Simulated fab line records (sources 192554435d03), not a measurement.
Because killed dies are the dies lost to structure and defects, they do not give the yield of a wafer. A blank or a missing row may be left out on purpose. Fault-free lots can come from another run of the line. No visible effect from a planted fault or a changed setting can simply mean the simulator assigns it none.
fab line records	flow n5_finfet	part 1 of 2: steps 1 to 4 of 6
record lots=23	wafers=69	last_day=17
route steps=1938 shown BEOL_M1@787 BEOL_M2@841
lots with no fault: from the same line, run without faults
start_h: the number of hours between the record's first day and the start of the first shown wafer of the lot	wait_h: hours from the lot's prior step to this one	" same as the row above	L1.1+2: a single row standing in for several wafers	- either no value or no given start	* or withheld: withheld	< > ~ a bound
route shown NAME@n: names a module that has steps shown in the file, with the first one's number in the route	usual: mean and standard deviation over wafers with no fault	same: alike in all rows	chamber/n: place in a boat	sites: the reading at each site	_std_site: standard deviation of those values	_edge_site: outer sites' mean less inner sites'	radius_mm: how far each site lies from the wafer's centre	mask NAME#n: copy n	behind: the tool/chamber that last shaped the wafer	hold: what put the lot on hold/how long, in hours/how the hold closed	device: the transistor (n, p or np) that didn't switch	end of line: the same wafers' tests at the end of the route	step lacking rows: just its recipe	killed: dies lost to structure and defects at the first sort, not the wafer's yield	map: dies across one wafer; x = killed, . = not, _ = none there
set.NAME: the setting the step ran with; set.NAME@STEP: the setting that earlier step ran with	model.NAME: the simulator's own value behind a step, which no gauge read
a sample of lots followed through the steps of the route, with each step as a table and each wafer as a row
services: a tool's chamber out of use, with start hour (start_h, from the record's first day; less than 0 if before it), hours out, and reason
## steps
# step N5_BEOL_M1_OVL_MEAS_29
# recipe points_per_wafer=522
# usual V0_OVL=0.3/0.63
lot.wafer	tool	chamber	start_h	wait_h	V0_OVL[nm]
L075.2	overlay-01	0	132.26	0.0	0.3
L075.5	"	0	"	"	0.1
L075.6	"	0	"	"	0.8
L076.3	overlay-01	0	134.02	0.0	-0.3
L076.4	"	0	"	"	0.8
L076.6	"	0	"	"	1.2
L077.2	overlay-02	0	141.66	0.0	0.1
L077.4	"	0	"	"	0.7
L077.6	"	0	"	"	1.0
L074.1	overlay-02	0	150.78	0.0	-1.3
L074.3	"	0	"	"	-0.7
L074.5	"	0	"	"	-0.4
L079.1	overlay-01	0	151.03	0.0	1.8
L079.3	"	0	"	"	1.2
L079.5	"	0	"	"	0.8
L078.4	overlay-01	0	157.06	0.0	0.0
L078.5	"	0	"	"	-0.6
L078.6	"	0	"	"	-0.6
L080.2	overlay-02	0	158.20	0.0	0.5
L080.3	"	0	"	"	0.3
L080.6	"	0	"	"	1.5
L081.1	overlay-02	0	164.12	0.0	0.3
L081.4	"	0	"	"	0.0
L081.5	"	0	"	"	-0.3
L082.2	overlay-02	0	175.85	0.0	0.1
L082.4	"	0	"	"	-1.2
L082.5	"	0	"	"	-0.7
L084.1	overlay-02	0	187.13	0.0	-0.4
L084.2	"	0	"	"	-0.6
L084.4	"	0	"	"	0.1
L085.2	overlay-01	0	195.75	0.0	-0.3
L085.3	"	0	"	"	0.6
L085.6	"	0	"	"	-0.1
L086.2	overlay-01	0	204.17	0.0	1.1
L086.4	"	0	"	"	0.5
L086.5	"	0	"	"	0.7
L087.1	overlay-01	0	206.14	0.0	-0.8
L087.5	"	0	"	"	0.0
L087.6	"	0	"	"	0.0
L088.4	overlay-02	0	206.34	0.0	0.0
L088.5	"	0	"	"	0.8
L088.6	"	0	"	"	0.9
L089.2	overlay-02	0	215.04	0.0	0.6
L089.5	"	0	"	"	1.0
L089.6	"	0	"	"	0.3
L090.2	overlay-02	0	221.85	0.0	0.8
L090.3	"	0	"	"	0.1
L090.5	"	0	"	"	1.3
L091.2	overlay-02	0	225.58	0.0	0.0
L091.5	"	0	"	"	0.8
L091.6	"	0	"	"	-0.4
L092.2	overlay-01	0	228.29	0.0	0.4
L092.4	"	0	"	"	0.4
L092.5	"	0	"	"	1.3
L093.2	overlay-02	0	239.13	0.0	0.2
L093.3	"	0	"	"	-0.2
L093.6	"	0	"	"	-0.4
L094.2	overlay-01	0	242.63	0.0	0.1
L094.3	"	0	"	"	0.0
L094.5	"	0	"	"	0.5
L096.1	overlay-01	0	255.05	0.0	0.7
L096.4	"	0	"	"	0.7
L096.6	"	0	"	"	0.7
L095.2	overlay-01	0	255.34	0.0	-0.5
L095.4	"	0	"	"	0.4
L095.5	"	0	"	"	-0.4
L097.3	overlay-02	0	260.05	0.0	1.3
L097.4	"	0	"	"	1.4
L097.6	"	0	"	"	0.3
# step N5_BEOL_M1_VIA_ETCH_34
# recipe chemistry=C4F6/O2	target_depth_a=678	mask_material=SOC	pressure_mtorr=15	ion_energy_ev=250	taper_deg=4	time_s=64.4	source_w=350	bias_w=170	Ar_flow_sccm=300	C4F6_flow_sccm=10	O2_flow_sccm=10
# usual drypump_motor_current_A=6.0/0.57	oes_f_703_au=0.79/0.081	oes_product_au=0.79/0.078	rf_vpp_V=662/20	showerhead_plenum_p_Torr=2.83/0.092	throttle_valve_pct=30.6/0.45
# same time_s=64.4
lot.wafer	tool	chamber	start_h	wait_h	drypump_motor_current_A	oes_f_703_au	oes_product_au	rf_hours_counter_h	rf_vpp_V	showerhead_plenum_p_Torr	throttle_valve_pct
L075.2	rie_diel-01	3	133.24	0.0	6.3	0.75	0.74	165	655	2.81	30.3
L075.5	"	0	"	"	5.1	0.90	0.92	-	674	2.76	30.1
L075.6	"	3	"	"	6.3	0.75	0.74	-	654	2.81	30.3
L076.3	rie_diel-02	2	142.72	0.0	6.2	0.95	0.95	6	653	3.02	30.6
L076.4	"	3	"	"	6.0	0.72	0.73	165	680	2.83	31.2
L076.6	"	1	"	"	5.4	0.77	0.77	-	664	2.84	30.5
L077.2	rie_diel-01	0	147.59	0.0	5.1	0.90	0.91	26	673	2.76	30.1
L077.4	"	3	"	"	6.3	0.75	0.74	170	657	2.81	30.3
L077.6	"	1	"	"	6.4	0.88	0.88	-	634	2.92	31.4
L074.1	rie_diel-04	2	155.63	0.0	5.7	0.72	0.72	161	672	2.72	30.5
L074.3	"	0	"	"	6.1	0.70	0.74	168	712	2.95	31.0
L074.5	"	1	"	"	5.0	0.94	0.88	-	651	2.91	30.9
L079.1	rie_diel-01	0	158.40	0.0	5.1	0.89	0.91	29	672	2.76	30.1
L079.3	"	2	"	"	6.8	0.77	0.78	119	671	2.73	30.1
L079.5	"	0	"	"	5.1	0.89	0.91	-	674	2.76	30.1
L078.4	rie_diel-02	3	158.88	0.0	6.0	0.71	0.70	-	679	2.82	31.2
L078.5	"	2	"	"	6.2	0.93	0.92	-	652	3.02	30.6
L078.6	"	0	"	"	5.6	0.69	0.68	-	630	2.90	30.9
L080.2	rie_diel-02	2	159.21	0.0	6.2	0.92	0.92	11	652	3.02	30.6
L080.3	"	3	"	"	6.0	0.71	0.70	170	681	2.82	31.2
L080.6	"	0	"	"	5.6	0.69	0.69	-	632	2.90	30.9
L081.1	rie_diel-02	0	164.66	0.0	5.6	0.68	0.68	246	630	2.90	30.9
L081.4	"	3	"	"	6.0	0.71	0.71	-	679	2.82	31.2
L081.5	"	0	"	"	5.6	0.69	0.68	-	630	2.90	30.9
L082.2	rie_diel-01	1	176.36	0.0	6.3	0.87	0.87	41	635	2.91	31.4
L082.4	"	2	"	"	6.8	0.76	0.78	124	671	2.73	30.1
L082.5	"	1	"	"	6.4	0.86	0.88	-	635	2.91	31.4
L084.1	rie_diel-04	0	193.85	0.0	6.1	0.70	0.72	178	711	2.94	31.0
L084.2	"	3	"	"	6.7	0.80	0.80	136	671	2.73	30.4
L084.4	"	1	"	"	5.0	0.92	0.86	37	653	2.90	30.9
L085.2	rie_diel-01	0	198.07	0.0	5.1	0.87	0.89	41	673	2.75	30.1
L085.3	"	1	"	"	6.4	0.85	0.86	48	632	2.91	31.4
L085.6	"	2	"	"	6.8	0.75	0.78	-	673	2.73	30.1
L086.2	rie_diel-01	3	209.72	0.0	6.3	0.73	0.73	188	656	2.80	30.3
L086.4	"	1	"	"	6.4	0.85	0.85	52	635	2.91	31.4
L086.5	"	1	"	"	6.3	0.85	0.86	-	634	2.91	31.4
L087.1	rie_diel-01	0	214.13	0.0	5.1	0.86	0.88	46	672	2.75	30.1
L087.5	"	2	"	"	6.8	0.75	0.78	-	672	2.72	30.1
L087.6	"	3	"	"	6.3	0.73	0.72	-	655	2.80	30.3
L088.4	rie_diel-01	3	214.58	0.0	6.3	0.73	0.72	189	655	2.80	30.3
L088.5	"	1	"	"	6.4	0.85	0.85	-	633	2.91	31.4
L088.6	"	0	"	"	5.1	0.86	0.87	-	673	2.75	30.1
L089.2	rie_diel-04	2	217.58	0.0	5.8	0.71	0.72	179	672	2.71	30.5
L089.5	"	3	"	"	6.6	0.79	0.81	-	669	2.72	30.4
L089.6	"	2	"	"	5.7	0.70	0.71	-	672	2.71	30.5
L090.2	rie_diel-01	0	223.07	0.0	5.1	0.86	0.87	49	671	2.75	30.1
L090.3	"	3	"	"	6.3	0.73	0.72	192	654	2.80	30.3
L090.5	"	1	"	"	6.4	0.85	0.85	-	634	2.91	31.4
L091.2	rie_diel-01	3	226.35	0.0	6.3	0.73	0.72	194	655	2.80	30.3
L091.5	"	0	"	"	5.1	0.85	0.87	-	673	2.75	30.1
L091.6	"	3	"	"	6.3	0.73	0.72	-	655	2.80	30.3
L092.2	rie_diel-04	3	234.05	0.0	6.6	0.79	0.79	149	669	2.72	30.4
L092.4	"	0	"	"	6.1	0.69	0.71	190	713	2.94	31.0
L092.5	"	0	"	"	6.1	0.69	0.71	-	712	2.94	31.0
L093.2	rie_diel-02	2	240.97	0.0	6.2	0.88	0.87	37	653	3.01	30.6
L093.3	"	0	"	"	5.6	0.92	0.90	16	629	2.89	30.8
L093.6	"	3	"	"	6.0	0.69	0.69	-	679	2.81	31.2
L094.2	rie_diel-04	1	244.45	0.0	5.0	0.91	0.85	51	652	2.89	30.9
L094.3	"	3	"	"	6.7	0.79	0.78	152	667	2.72	30.4
L094.5	"	3	"	"	6.7	0.79	0.79	-	667	2.72	30.4
L096.1	rie_diel-01	0	256.50	0.0	5.1	0.84	0.86	60	671	2.75	30.1
L096.4	"	3	"	"	6.3	0.72	0.71	203	656	2.80	30.3
L096.6	"	1	"	"	6.4	0.83	0.84	-	634	2.90	31.4
L095.2	rie_diel-04	1	258.25	0.0	5.0	0.90	0.85	55	652	2.89	30.9
L095.4	"	3	"	"	6.7	0.79	0.79	156	666	2.72	30.4
L095.5	"	1	"	"	5.0	0.90	0.85	-	652	2.89	30.9
L097.3	rie_diel-01	2	262.49	0.0	6.8	0.75	0.76	146	673	2.72	30.1
L097.4	"	0	"	"	5.1	0.84	0.84	63	674	2.74	30.2
L097.6	"	3	"	"	6.3	0.72	0.71	-	653	2.80	30.3
# step N5_BEOL_M2_ILD_DEP_00
# recipe material=SiOC	target_thk_a=790	temp_c=350	precursor=DEMS/O2	pressure_torr=5	rf_w=500	time_s=15.3
# usual heater_power_w=476/79	showerhead_plenum_p_Torr=5.698/0.018	showerhead_vpp_V=1357/100	susceptor_temp_C=349.98/0.21	throttle_valve_pct=11.9/0.57
# same time_s=15.3
lot.wafer	tool	chamber	start_h	wait_h	heater_power_w	showerhead_plenum_p_Torr	showerhead_vpp_V	susceptor_temp_C	throttle_valve_pct
L075.2	pecvd-02	2	137.61	0.0	442	5.709	1356	350.03	11.4
L075.5	"	2	"	"	438	5.706	1375	350.34	11.6
L075.6	"	1	"	"	509	5.710	1551	350.21	12.4
L076.3	pecvd-01	2	147.84	0.1	443	5.717	1299	350.18	11.3
L076.4	"	0	"	"	439	5.704	1254	349.76	11.9
L076.6	"	2	"	"	440	5.722	1331	349.95	11.4
L077.2	pecvd-02	1	151.67	0.0	466	5.678	1566	349.74	12.6
L077.4	"	1	"	"	469	5.706	1573	349.95	12.7
L077.6	"	2	"	"	427	5.717	1360	349.59	11.6
L074.1	pecvd-01	0	160.02	0.0	511	5.700	1250	349.95	11.8
L074.3	"	2	"	"	433	5.717	1312	350.08	11.3
L074.5	"	1	"	"	457	5.685	1354	350.04	11.4
L079.1	pecvd-02	0	162.58	0.0	446	5.722	1523	349.74	11.2
L079.3	"	1	"	"	464	5.684	1568	350.26	12.5
L079.5	"	0	"	"	451	5.721	1515	349.59	11.3
L078.4	pecvd-04	0	163.07	0.1	732	5.691	1239	350.11	11.8
L078.5	"	2	"	"	512	5.678	1308	349.79	12.8
L078.6	"	1	"	"	362	5.645	1310	350.18	12.4
L080.2	pecvd-01	1	164.78	0.0	456	5.711	1334	349.84	11.5
L080.3	"	2	"	"	425	5.715	1326	350.12	11.2
L080.6	"	0	"	"	471	5.688	1257	349.96	11.9
L081.1	pecvd-04	1	170.74	0.0	391	5.651	1316	350.31	12.5
L081.4	"	2	"	"	438	5.696	1300	350.10	13.0
L081.5	"	1	"	"	390	5.670	1321	350.05	12.4
L082.2	pecvd-04	0	180.61	0.0	693	5.672	1251	349.90	12.0
L082.4	"	2	"	"	505	5.693	1279	350.30	12.7
L082.5	"	0	"	"	663	5.683	1262	349.75	11.9
L084.1	pecvd-04	0	199.27	0.0	644	5.689	1248	349.59	11.6
L084.2	"	2	"	"	528	5.681	1301	350.55	13.0
L084.4	"	2	"	"	520	5.670	1265	349.78	12.9
L085.2	pecvd-02	0	202.85	0.0	506	5.713	1508	349.94	11.0
L085.3	"	1	"	"	436	5.696	1570	349.80	12.6
L085.6	"	2	"	"	443	5.720	1373	350.23	11.5
L086.2	pecvd-02	2	214.22	0.0	373	5.701	1365	349.87	11.8
L086.4	"	2	"	"	386	5.716	1355	350.10	11.5
L086.5	"	1	"	"	421	5.692	1566	350.23	12.5
L087.1	pecvd-04	0	218.48	0.0	700	5.692	1246	350.23	11.9
L087.5	"	1	"	"	429	5.655	1296	350.08	12.5
L087.6	"	0	"	"	717	5.693	1264	349.99	11.9
L088.4	pecvd-02	0	220.93	0.1	462	5.704	1519	349.91	11.3
L088.5	"	2	"	"	428	5.725	1358	349.92	11.5
L088.6	"	1	"	"	493	5.686	1534	349.90	12.5
L089.2	pecvd-01	0	221.54	0.0	469	5.706	1255	350.22	11.8
L089.5	"	1	"	"	471	5.698	1354	349.90	11.7
L089.6	"	2	"	"	448	5.713	1300	349.93	11.4
L090.2	pecvd-01	1	227.26	0.0	459	5.683	1351	350.13	11.8
L090.3	"	2	"	"	402	5.719	1322	349.78	11.5
L090.5	"	1	"	"	473	5.702	1347	350.15	11.5
L091.2	pecvd-02	0	230.61	0.0	459	5.717	1522	350.02	11.0
L091.5	"	0	"	"	460	5.715	1506	350.28	11.0
L091.6	"	1	"	"	497	5.686	1551	350.06	12.9
L092.2	pecvd-02	0	238.81	0.0	485	5.719	1491	349.69	11.3
L092.4	"	0	"	"	483	5.722	1484	349.61	11.1
L092.5	"	2	"	"	424	5.718	1335	349.92	11.3
L093.2	pecvd-01	0	245.40	0.0	526	5.709	1255	350.08	12.0
L093.3	"	2	"	"	421	5.717	1291	350.24	11.5
L093.6	"	0	"	"	527	5.697	1252	350.23	11.7
L094.2	pecvd-01	2	248.61	0.0	394	5.708	1318	350.03	11.5
L094.3	"	0	"	"	530	5.698	1270	349.79	11.9
L094.5	"	0	"	"	521	5.701	1256	350.21	11.7
L096.1	pecvd-04	1	261.37	0.0	383	5.691	1320	350.30	12.4
L096.4	"	0	"	"	729	5.687	1252	349.76	11.8
L096.6	"	1	"	"	379	5.656	1324	349.80	12.6
L095.2	pecvd-01	0	263.67	0.0	448	5.686	1269	349.70	11.8
L095.4	"	1	"	"	393	5.683	1366	349.90	11.4
L095.5	"	0	"	"	489	5.704	1263	350.06	11.7
L097.3	pecvd-01	2	268.51	0.0	438	5.710	1337	350.11	11.5
L097.4	"	0	"	"	536	5.708	1266	349.76	11.9
L097.6	"	1	"	"	434	5.698	1349	349.85	11.8
# step N5_BEOL_M2_ETCH_74
# recipe chemistry=N2/H2	target=underlayer	target_depth_a=65	mask_material=CAR-EUV	time_s=5.2	ion_energy_ev=200	pressure_mtorr=30	source_w=840	bias_w=150	n2_flow_sccm=200	h2_flow_sccm=200	ends=cleared
# usual drypump_motor_current_A=5.6/0.47	etch_rf_on_time_s=5.24/0.18	oes_product_au=0.70/0.087	rf_vpp_V=523.7/2.1	showerhead_plenum_p_Torr=2.54/0.071	throttle_valve_pct=17.89/0.21
lot.wafer	tool	chamber	start_h	wait_h	drypump_motor_current_A	etch_rf_on_time_s	oes_product_au	rf_hours_counter_h	rf_vpp_V	showerhead_plenum_p_Torr	throttle_valve_pct
L075.2	rie_diel-06	3	140.62	0.0	4.9	5.40	0.59	193	527.9	2.63	18.01
L075.5	"	2	"	"	4.7	5.32	0.58	-	521.3	2.49	18.07
L075.6	"	1	"	"	5.9	5.54	0.57	-	523.0	2.48	18.01
L076.3	rie_diel-06	0	149.34	0.0	5.3	5.02	0.79	22	526.4	2.61	17.61
L076.4	"	1	"	"	5.9	5.53	0.57	219	523.9	2.48	18.01
L076.6	"	3	"	"	4.8	5.32	0.59	-	526.6	2.63	18.02
L077.2	rie_diel-03	1	152.57	0.0	5.9	5.11	0.84	2	523.8	2.48	17.66
L077.4	"	3	"	"	5.5	5.35	0.59	-	523.6	2.64	18.37
L077.6	"	1	"	"	5.9	5.06	0.83	-	522.9	2.49	17.63
L074.1	rie_diel-03	2	162.73	0.0	5.8	5.09	0.79	33	526.2	2.61	17.93
L074.3	"	1	"	"	5.9	5.05	0.82	6	522.8	2.48	17.64
L074.5	"	2	"	"	5.8	5.01	0.78	-	527.1	2.61	17.94
L079.1	rie_diel-03	2	164.34	0.0	5.8	5.05	0.79	34	525.6	2.61	17.94
L079.3	"	1	"	"	5.9	5.14	0.82	7	521.4	2.48	17.65
L079.5	"	2	"	"	5.8	5.03	0.78	-	526.6	2.61	17.92
L078.4	rie_diel-03	2	164.77	0.0	5.8	5.04	0.78	-	523.9	2.61	17.92
L078.5	"	1	"	"	5.9	5.07	0.81	-	521.3	2.48	17.66
L078.6	"	3	"	"	5.5	5.32	0.59	-	525.5	2.64	18.38
L080.2	rie_diel-05	0	165.82	0.0	5.9	5.14	0.76	40	523.5	2.46	17.67
L080.3	"	1	"	"	5.1	5.25	0.73	30	526.5	2.59	17.63
L080.6	"	0	"	"	5.9	5.19	0.76	-	524.2	2.46	17.68
L081.1	rie_diel-05	3	171.65	0.0	6.1	5.58	0.58	196	522.9	2.53	18.18
L081.4	"	1	"	"	5.1	5.29	0.72	31	528.1	2.59	17.62
L081.5	"	1	"	"	5.0	5.30	0.73	-	527.6	2.59	17.63
L082.2	rie_diel-05	2	182.24	0.0	4.9	5.11	0.63	168	521.2	2.41	17.94
L082.4	"	3	"	"	6.1	5.56	0.58	200	523.4	2.53	18.18
L082.5	"	2	"	"	4.8	5.09	0.62	-	517.9	2.41	17.93
L084.1	rie_diel-06	0	201.94	0.0	5.2	5.02	0.76	45	524.1	2.60	17.64
L084.2	"	2	"	"	4.7	5.14	0.81	4	524.0	2.48	17.67
L084.4	"	3	"	"	4.8	5.38	0.58	219	526.4	2.62	18.07
L085.2	rie_diel-03	2	204.50	0.0	5.8	5.10	0.75	49	523.8	2.61	17.96
L085.3	"	0	"	"	6.3	5.38	0.80	10	522.8	2.50	17.91
L085.6	"	1	"	"	5.9	5.06	0.79	-	522.9	2.48	17.68
L086.2	rie_diel-05	1	215.57	0.0	5.1	5.27	0.72	46	525.3	2.58	17.68
L086.4	"	0	"	"	5.9	5.12	0.73	56	518.9	2.46	17.71
L086.5	"	1	"	"	5.1	5.22	0.72	-	526.6	2.58	17.69
L087.1	rie_diel-05	0	220.74	0.0	5.9	5.09	0.73	58	522.6	2.46	17.69
L087.5	"	1	"	"	5.0	5.24	0.71	-	525.3	2.58	17.67
L087.6	"	3	"	"	6.1	5.62	0.57	-	524.6	2.53	18.21
L088.4	rie_diel-03	1	223.52	0.0	5.9	5.15	0.77	-	522.6	2.47	17.70
L088.5	"	1	"	"	5.9	5.13	0.75	-	519.6	2.47	17.70
L088.6	"	2	"	"	5.8	5.10	0.75	-	525.6	2.60	17.97
L089.2	rie_diel-05	0	223.76	0.0	5.9	5.22	0.73	59	521.2	2.45	17.72
L089.5	"	3	"	"	6.1	5.62	0.58	-	522.7	2.52	18.20
L089.6	"	1	"	"	5.1	5.28	0.70	-	524.2	2.58	17.65
L090.2	rie_diel-03	0	228.46	0.0	6.3	5.34	0.78	18	522.2	2.50	17.91
L090.3	"	3	"	"	5.5	5.43	0.80	2	524.1	2.63	17.99
L090.5	"	2	"	"	5.8	5.08	0.75	-	525.2	2.60	17.97
L091.2	rie_diel-03	1	234.54	0.0	5.9	5.16	0.74	37	520.5	2.47	17.71
L091.5	"	2	"	"	5.8	5.14	0.74	-	525.6	2.60	18.00
L091.6	"	1	"	"	5.9	5.17	0.75	-	522.3	2.47	17.69
L092.2	rie_diel-06	2	241.72	0.0	4.7	5.23	0.79	12	523.6	2.48	17.68
L092.4	"	0	"	"	5.3	4.97	0.75	53	525.4	2.60	17.66
L092.5	"	3	"	"	4.8	5.43	0.57	-	524.0	2.62	18.10
L093.2	rie_diel-03	0	246.24	0.0	6.3	5.33	0.76	26	523.4	2.50	17.93
L093.3	"	1	"	"	5.9	5.12	0.75	42	524.1	2.47	17.71
L093.6	"	1	"	"	5.9	5.12	0.75	-	523.7	2.47	17.71
L094.2	rie_diel-03	2	250.18	0.0	5.8	5.07	0.74	70	523.2	2.60	17.98
L094.3	"	3	"	"	5.5	5.43	0.77	12	526.2	2.63	18.00
L094.5	"	3	"	"	5.5	5.43	0.77	-	526.3	2.63	17.99
L096.1	rie_diel-05	1	262.76	0.0	5.0	5.30	0.69	66	524.4	2.57	17.71
L096.4	"	0	"	"	5.9	5.14	0.69	76	524.3	2.45	17.74
L096.6	"	0	"	"	5.8	5.15	0.71	-	521.6	2.45	17.72
L095.2	rie_diel-06	1	265.67	0.0	5.9	5.47	0.83	1	522.8	2.47	17.69
L095.4	"	0	"	"	5.3	4.97	0.74	65	524.0	2.59	17.70
L095.5	"	3	"	"	4.9	5.44	0.56	-	524.8	2.61	18.12
L097.3	rie_diel-03	0	269.86	0.0	6.3	5.39	0.76	34	523.6	2.49	17.91
L097.4	"	3	"	"	5.5	5.47	0.75	18	524.2	2.63	18.01
L097.6	"	0	"	"	6.3	5.38	0.75	-	523.5	2.49	17.93
